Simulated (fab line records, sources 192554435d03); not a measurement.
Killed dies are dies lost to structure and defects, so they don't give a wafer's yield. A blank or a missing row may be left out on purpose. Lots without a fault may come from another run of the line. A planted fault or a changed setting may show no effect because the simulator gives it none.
fab line records | flow n5_finfet | part 2 of 2: steps 17 to 27 of 27
record lots=5 wafers=15 last_day=17
route steps=1938 shown BEOL_M0_CUTY@714 BEOL_M0@715
lots that met no fault: from a run of the same line without faults
start_h: hours from the record's first day to the start of the lot's first wafer shown | wait_h: hours since the lot's step before | " the same as in the row above | L1.1+2: a row that stands for several wafers | - no value, or no start given | * or withheld: withheld | < > ~ a bound
route shown NAME@n: a module of which the file shows steps, and the number in the route of the first | usual: mean/standard deviation of fault-free wafers | same: alike in all rows | chamber/n: place in a boat | sites: the reading at each site | _std_site: their standard deviation | _edge_site: outer sites' mean less inner sites' | radius_mm: how far each site lies from the wafer's centre | mask NAME#n: copy n | behind: the tool/chamber that last shaped the wafer | hold: why the lot was held/for how many hours/how that ended | device: the transistor (n, p or np) that didn't switch | end of line: the same wafers' tests at the end of the route | a step without rows: its recipe alone | killed: dies lost to structure and defects at the first sort, not the wafer's yield | map: a wafer's dies, x killed, . not, _ none there
set.NAME: the setting as run; set.NAME@STEP: as run at that earlier step | model.NAME: the simulator's own value behind a step, which no gauge read
lots at some steps of the route; a table a step, a row a wafer
services: from which hour (start_h, from the record's first day; less than 0 if before it) a tool's chamber was out of use, for how many hours, and why
## steps
# step N5_BEOL_M0_PRE_CLEAN_113
# recipe gas=H2/He time_s=30 temp_c=250
# usual heater_power_w=314/48
# columns lot.wafer tool chamber start_h wait_h heater_power_w
L074.1 pvd_sputter-02 - 116.25 0.0 285
L074.4 " - " " 311
L074.6 " - " " 285
L083.1 pvd_sputter-03 - 175.98 0.0 279
L083.3 " - " " 405
L083.4 " - " " 247
L085.3 pvd_sputter-01 - 183.73 0.0 279
L085.4 " - " " 350
L085.6 " - " " 316
L087.1 pvd_sputter-01 - 195.91 0.0 341
L087.3 " - " " 286
L087.4 " - " " 312
L088.3 pvd_sputter-03 - 201.34 0.0 403
L088.5 " - " " 280
L088.6 " - " " 409
# step N5_BEOL_M0_ALD_136
# recipe material=TaN target_thk_a=* temp_c=275 ald_precursor_family=PDMAT ald_co_reactant=NH3 pressure_torr=3 carrier_flow_sccm=1500 pulse_time_s=2 purge_time_s=3 co_reactant_purge_time_s=2 co_reactant_pulse_time_s=3 ald_cycles=30 precursor_vessel_temp_c=75 precursor_vessel_pressure_torr=26.25 precursor_vessel_carrier_sccm=1000
# usual heater_power_w=433/29
# same co_reactant_pulse_time_s=3 pulse_time_s=2
# columns lot.wafer tool chamber start_h wait_h heater_power_w
L074.1 ald_metal-01 1 116.31 0.0 432
L074.4 " 2 " " 455
L074.6 " 2 " " 442
L083.1 ald_metal-01 1 176.04 0.0 422
L083.3 " 0 " " 418
L083.4 " 3 " " 436
L085.3 ald_metal-04 0 183.79 0.0 458
L085.4 " 2 " " 421
L085.6 " 3 " " 373
L087.1 ald_metal-02 3 195.97 0.0 429
L087.3 " 1 " " 448
L087.4 " 0 " " 403
L088.3 ald_metal-01 2 201.53 0.2 446
L088.5 " 3 " " 444
L088.6 " 0 " " 428
# step N5_BEOL_M0_SURFACE_TREAT_137
# recipe gas=Ar time_s=* ion_energy_ev=* ion_current_ma_cm2=0.5 pressure_mtorr=* ar_flow_sccm=30
# usual throttle_valve_pct=*
# columns lot.wafer tool chamber start_h wait_h throttle_valve_pct
L074.1 pvd_sputter-01 - 116.54 0.1 *
L074.4 " - " " *
L074.6 " - " " *
L083.1 pvd_sputter-03 - 176.28 0.1 *
L083.3 " - " " *
L083.4 " - " " *
L085.3 pvd_sputter-02 - 184.03 0.1 *
L085.4 " - " " *
L085.6 " - " " *
L087.1 pvd_sputter-02 - 196.20 0.1 *
L087.3 " - " " *
L087.4 " - " " *
L088.3 pvd_sputter-01 - 201.76 0.1 *
L088.5 " - " " *
L088.6 " - " " *
# step N5_BEOL_M0_CVD_115
# recipe material=Co target_thk_a=* temp_c=withheld precursor=CCTBA/H2 pressure_torr=30 time_s=120
# columns lot.wafer tool chamber start_h wait_h
L074.1+4+6 cvd_co-02 0,2,2 116.77 0.2
L083.1+3+4 cvd_co-01 2,1,0 176.34 0.0
L085.3+4+6 cvd_co-01 1,2,0 184.09 0.0
L087.1+3+4 cvd_co-01 1,2,0 196.38 0.2
L088.3+5+6 cvd_co-01 0,1,0 201.85 0.1
# step N5_BEOL_M0_SPUTTER_116
# recipe material=Cu target_thk_a=40 temp_c=-20 chamber_pressure_pa=0.07 power_w=withheld time_s=7.37
# usual throttle_valve_pct=30.3/1.5
# columns lot.wafer tool chamber start_h wait_h throttle_valve_pct
L074.1 pvd_sputter-02 - 118.13 1.3 29.3
L074.4 " - " " 29.4
L074.6 " - " " 32.6
L083.1 pvd_sputter-01 - 176.45 0.1 32.8
L083.3 " - " " 28.5
L083.4 " - " " 29.9
L085.3 pvd_sputter-02 - 184.25 0.1 29.4
L085.4 " - " " 29.6
L085.6 " - " " 29.2
L087.1 pvd_sputter-01 - 196.72 0.3 28.1
L087.3 " - " " 29.6
L087.4 " - " " 32.7
L088.3 pvd_sputter-03 - 201.98 0.1 32.3
L088.5 " - " " 32.5
L088.6 " - " " 29.4
# step N5_BEOL_M0_ANNEAL_117
# recipe temp_c=400 time_s=60 ambient=vacuum
# usual heater_power_w=780/100
# columns lot.wafer tool chamber start_h wait_h heater_power_w
L074.1 pvd_sputter-02 - 118.21 0.0 751
L074.4 " - " " 775
L074.6 " - " " 709
L083.1 pvd_sputter-01 - 176.53 0.0 879
L083.3 " - " " 759
L083.4 " - " " 787
L085.3 pvd_sputter-02 - 184.33 0.0 761
L085.4 " - " " 804
L085.6 " - " " 759
L087.1 pvd_sputter-01 - 196.80 0.0 749
L087.3 " - " " 766
L087.4 " - " " 883
L088.3 pvd_sputter-03 - 202.06 0.0 1015
L088.5 " - " " 1004
L088.6 " - " " 688
# step N5_BEOL_M0_SPUTTER_132
# recipe material=Cu target_thk_a=40 temp_c=-20 chamber_pressure_pa=0.07 power_w=withheld time_s=7.37
# usual throttle_valve_pct=30.3/1.5
# columns lot.wafer tool chamber start_h wait_h throttle_valve_pct
L074.1 pvd_sputter-02 - 118.25 0.0 29.3
L074.4 " - " " 29.4
L074.6 " - " " 32.2
L083.1 pvd_sputter-01 - 176.57 0.0 32.9
L083.3 " - " " 28.6
L083.4 " - " " 29.4
L085.3 pvd_sputter-02 - 184.37 0.0 29.1
L085.4 " - " " 29.5
L085.6 " - " " 29.4
L087.1 pvd_sputter-01 - 196.84 0.0 28.2
L087.3 " - " " 29.7
L087.4 " - " " 32.7
L088.3 pvd_sputter-03 - 202.10 0.0 32.5
L088.5 " - " " 32.3
L088.6 " - " " 29.5
# step N5_BEOL_M0_ANNEAL_133
# recipe temp_c=400 time_s=60 ambient=vacuum
# usual heater_power_w=780/100
# columns lot.wafer tool chamber start_h wait_h heater_power_w
L074.1 pvd_sputter-02 - 118.33 0.0 750
L074.4 " - " " 785
L074.6 " - " " 713
L083.1 pvd_sputter-01 - 176.65 0.0 871
L083.3 " - " " 743
L083.4 " - " " 772
L085.3 pvd_sputter-02 - 184.45 0.0 751
L085.4 " - " " 781
L085.6 " - " " 754
L087.1 pvd_sputter-01 - 196.92 0.0 755
L087.3 " - " " 751
L087.4 " - " " 881
L088.3 pvd_sputter-03 - 202.18 0.0 1031
L088.5 " - " " 1031
L088.6 " - " " 689
# step N5_BEOL_M0_SPUTTER_134
# recipe material=Cu target_thk_a=40 temp_c=-20 chamber_pressure_pa=0.07 power_w=withheld time_s=7.37
# usual throttle_valve_pct=30.3/1.5
# columns lot.wafer tool chamber start_h wait_h throttle_valve_pct
L074.1 pvd_sputter-02 - 118.37 0.0 29.2
L074.4 " - " " 29.6
L074.6 " - " " 32.2
L083.1 pvd_sputter-01 - 176.69 0.0 32.8
L083.3 " - " " 28.4
L083.4 " - " " 29.8
L085.3 pvd_sputter-02 - 184.49 0.0 29.4
L085.4 " - " " 29.3
L085.6 " - " " 29.3
L087.1 pvd_sputter-01 - 196.96 0.0 28.4
L087.3 " - " " 29.9
L087.4 " - " " 32.8
L088.3 pvd_sputter-03 - 202.22 0.0 32.5
L088.5 " - " " 32.4
L088.6 " - " " 29.4
# step N5_BEOL_M0_ANNEAL_135
# recipe temp_c=400 time_s=60 ambient=vacuum
# usual heater_power_w=781/100
# columns lot.wafer tool chamber start_h wait_h heater_power_w
L074.1 pvd_sputter-02 - 118.45 0.0 758
L074.4 " - " " 801
L074.6 " - " " 712
L083.1 pvd_sputter-01 - 176.77 0.0 899
L083.3 " - " " 739
L083.4 " - " " 773
L085.3 pvd_sputter-02 - 184.57 0.0 783
L085.4 " - " " 805
L085.6 " - " " 775
L087.1 pvd_sputter-01 - 197.04 0.0 742
L087.3 " - " " 775
L087.4 " - " " 892
L088.3 pvd_sputter-03 - 202.30 0.0 1028
L088.5 " - " " 960
L088.6 " - " " 686
# step N5_BEOL_M0_SPUTTER_141
# recipe material=Cu target_thk_a=40 temp_c=-20 chamber_pressure_pa=0.07 power_w=withheld time_s=7.37
# usual throttle_valve_pct=30.3/1.5
# columns lot.wafer tool chamber start_h wait_h throttle_valve_pct
L074.1 pvd_sputter-02 - 118.49 0.0 29.2
L074.4 " - " " 29.5
L074.6 " - " " 32.4
L083.1 pvd_sputter-01 - 176.81 0.0 32.9
L083.3 " - " " 28.2
L083.4 " - " " 29.8
L085.3 pvd_sputter-02 - 184.61 0.0 29.2
L085.4 " - " " 29.3
L085.6 " - " " 29.3
L087.1 pvd_sputter-01 - 197.08 0.0 28.5
L087.3 " - " " 29.6
L087.4 " - " " 32.5
L088.3 pvd_sputter-03 - 202.34 0.0 32.5
L088.5 " - " " 32.3
L088.6 " - " " 29.3
## services
# columns tool chamber start_h hours kind
cvd_co-01 0 91.51 3.8 repair
rie_metal-01 1 92.32 11.1 repair
rie_metal-01 - 92.95 2.8 pm
rie_diel-06 1 110.57 8.0 repair
pvd_sputter-01 - 112.49 2.9 repair
ald_metal-01 - 112.62 1.3 repair
cvd_co-02 1 114.67 - clean
cvd_co-02 1 114.67 22.0 scheduled_down
cvd_co-02 1 114.67 22.0 vent_cycle
wet_bench-06 - 115.50 1.6 repair
cvd_co-02 - 120.87 1.0 repair
cvd_co-02 - 123.05 3.6 repair
ald_metal-04 1 151.72 - calibration
rie_metal-01 1 154.16 10.1 repair
rie_diel-05 1 166.89 - clean
rie_diel-05 1 166.89 - consumable_replace:focus_ring
rie_metal-01 - 169.85 1.4 pm
wet_bench-01 - 182.99 0.7 repair
rie_diel-05 2 191.71 1.3 repair
ald_metal-02 2 197.82 5.7 repair
rie_metal-01 1 200.98 - clean
rie_metal-01 1 200.98 15.5 scheduled_down
rie_metal-01 1 200.98 15.5 vent_cycle
